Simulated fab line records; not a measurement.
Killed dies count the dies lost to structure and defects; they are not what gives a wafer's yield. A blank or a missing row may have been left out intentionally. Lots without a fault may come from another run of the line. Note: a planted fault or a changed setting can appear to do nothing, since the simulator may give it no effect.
Chamber matching -- flow nand_harc -- rie_si-06 running NHARC_A_WL_FILL_ETCHBACK_26: 4 sister chambers
The step etches the open film in HBr, target depth 52 nm, time 13.3 s. 22 wafers are shown with their chamber, then 11 later ones without.

## WAFERS PAIRED WITH THEIR CHAMBERS
wafer,chamber,drypump_motor_current_A (A),oes_product_au (a.u.),throttle_valve_pct (%)
L078.2,0,5.61,1.013,23.256
L078.3,1,5.55,0.998,23.265
L078.6,0,5.62,1.018,23.250
L079.1,2,5.85,0.997,23.264
L079.3,0,5.60,1.004,23.255
L079.6,3,5.78,0.982,23.268
L083.2,2,5.85,0.991,23.266
L083.5,3,5.78,0.988,23.277
L083.6,2,5.85,0.990,23.246
L084.1,2,5.82,0.999,23.268
L084.2,1,5.54,1.005,23.258
L084.4,0,5.62,1.003,23.265
L085.1,2,5.85,0.999,23.266
L085.3,0,5.59,1.003,23.253
L085.6,0,5.58,1.005,23.275
L087.3,2,5.84,1.002,23.263
L087.4,3,5.81,0.982,23.279
L087.6,0,5.59,1.005,23.281
L091.1,0,5.65,1.008,23.279
L091.2,1,5.53,0.997,23.266
L091.3,2,5.83,1.008,23.279
L092.4,0,5.62,1.016,23.271

SIGNATURES, as means of the wafers listed above
reading,chamber 0,chamber 1,chamber 2,chamber 3,scatter within a chamber
drypump_motor_current_A,5.6089,5.5400,5.8414,5.7900,0.0173
oes_product_au,1.00833,1.00000,0.99800,0.98400,0.00561
throttle_valve_pct,23.26500,23.26300,23.26457,23.27467,0.01
Rule: for a wafer and a chamber, the distance is found by dividing, reading by reading, the gap between the wafer's reading and the chamber's mean by the reading's scatter, squaring, summing and taking the root. If the next closest chamber is less than 2 further off than the closest, the wafer can't be placed; otherwise it belongs to the closest. The scatter: the root of (the sum of the squares of (reading less its chamber's mean) over the shown wafers, divided by (wafers less chambers)).

## WAFERS WHOSE CHAMBER IS MISSING
wafer,drypump_motor_current_A (A),oes_product_au (a.u.),throttle_valve_pct (%)
L092.5,5.80,1.000,23.272
L092.6,5.63,1.013,23.270
L095.4,5.85,1.008,23.257
L095.5,5.75,0.985,23.266
L095.6,5.83,1.006,23.280
L097.2,5.62,0.997,23.285
L097.3,5.76,0.981,23.259
L097.5,5.75,0.983,23.264
L096.2,5.80,0.989,23.253
L096.3,5.84,0.991,23.262
L096.6,5.58,1.021,23.257

## THE CHAMBER EACH PASSED THROUGH
wafer,from the rows above,in truth
L092.5,can't be placed: 2 or 3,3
L092.6,0,0
L095.4,2,2
L095.5,3,3
L095.6,2,2
L097.2,0,0
L097.3,3,3
L097.5,3,3
L096.2,can't be placed: 3 or 2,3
L096.3,2,2
L096.6,can't be placed: 0 or 1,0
Correctly placed: 8 of 11. Not placeable from these rows: 3 (in 3, the candidates include the true chamber). Placed wrongly: 0.
